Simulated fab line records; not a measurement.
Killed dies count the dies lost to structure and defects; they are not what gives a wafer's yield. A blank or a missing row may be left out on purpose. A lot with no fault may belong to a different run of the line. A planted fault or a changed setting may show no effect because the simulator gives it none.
The same fault as seen by 3 desks ; flow nand harc ; every desk sees just its own numbers, and what lay behind them comes last

FOR THE TOOL OWNER'S DESK: rie diel-12
The tool's own readings at NHARC_P_M0_STRIP_18 (strips in N2/H2): means of the sampled wafers that have a number, for each lot that ran on this tool. Marked OUT: a lot whose mean sits more than 4 standard deviations from the usual mean, which makes it out of limits; the brackets give that distance.
Columns: A = drypump motor current A at NHARC_P_M0_STRIP_18, usual 5.7 A; B = oes product au at NHARC_P_M0_STRIP_18, usual 0.998 a.u.; C = rf vpp V at NHARC_P_M0_STRIP_18, usual 91.0 V; D = showerhead plenum p Torr at NHARC_P_M0_STRIP_18, usual 2.07 Torr; E = throttle valve pct at NHARC_P_M0_STRIP_18, usual 14.172 %
lot;first seen here;A;B;C;D;E
L552;day 5 15:31;5.8;0.989;91.5;2.11;14.175
L557;day 7 05:14;5.4;0.985;91.5;2.13;14.170
L569;day 10 01:05;5.9;0.998;91.1;2.16;14.168
L572;day 11 00:18;5.9;0.995;92.0;2.16;14.165
Result from this desk: across the 4 lots, nothing is out of limits.

THE DEFECT DESK
Per lot, the means of the sampled wafers with a number show what the inspections along the route counted. Marked OUT: a lot whose mean sits more than 4 standard deviations from the usual mean, which makes it out of limits; the brackets give that distance.
Columns: A = raw defect count at NHARC_P_M0_INSPECT_11, usual 4.0
lot;first seen here;A
L552;day 5 15:02;2.7
L557;day 7 04:47;2.0
L564;day 9 06:07;2.3
L569;day 10 00:37;4.0
L572;day 10 23:49;1.7
L575;day 11 12:38;5.0
Result from this desk: across the 6 lots, nothing is out of limits.

AT THE METROLOGY DESK
Lot by lot, what the gauges showed, no matter which tool ran the lot: averages of those sampled wafers that carry a number. Marked OUT: a lot whose mean sits more than 4 standard deviations from the usual mean, which makes it out of limits; the brackets give that distance. Only the readings that lie furthest out on some lot appear, 7 of the 8 it has.
Columns: A = cd nm at NHARC_P_M0_CD_MEAS_09, usual 89.6 nm; B = overlay x nm at NHARC_P_M0_OVL_MEAS_10, usual -0.1 nm; C = overlay y nm at NHARC_P_M0_OVL_MEAS_10, usual -0.1 nm; D = cd nm at NHARC_P_M0_CD_MEAS_16, usual 89.5 nm; E = cd nm at NHARC_P_M1_CD_MEAS_09, usual 129.8 nm; F = overlay x nm at NHARC_P_M1_OVL_MEAS_10, usual 0.2 nm; G = overlay y nm at NHARC_P_M1_OVL_MEAS_10, usual 0.2 nm
lot;first seen here;A;B;C;D;E;F;G
L552;day 5 14:54;89.3;-0.3;0.4;89.3;128.9;-0.1;1.7
L557;day 7 04:40;89.7;0.8;1.3;89.4;130.1;-0.4;0.8
L564;day 9 05:59;89.7;1.1;-0.6;89.2;129.7;1.0;1.5
L569;day 10 00:30;89.5;-0.3;0.3;89.3;130.2;1.5;-0.8
L572;day 10 23:41;88.6;-0.2;-0.3;88.4;129.3;-0.2;0.5
L575;day 11 12:30;89.7;-1.1;-0.0;89.2;129.1;0.5;-0.7
Result from this desk: across the 6 lots, nothing is out of limits.

ALL TOGETHER
Nothing out of limits was seen by the tool owner's desk.
No out-of-limits result turned up at the defect desk.
Nothing out of limits was seen by the metrology desk.

WHAT HAD BEEN PUT IN BY THE SIMULATOR
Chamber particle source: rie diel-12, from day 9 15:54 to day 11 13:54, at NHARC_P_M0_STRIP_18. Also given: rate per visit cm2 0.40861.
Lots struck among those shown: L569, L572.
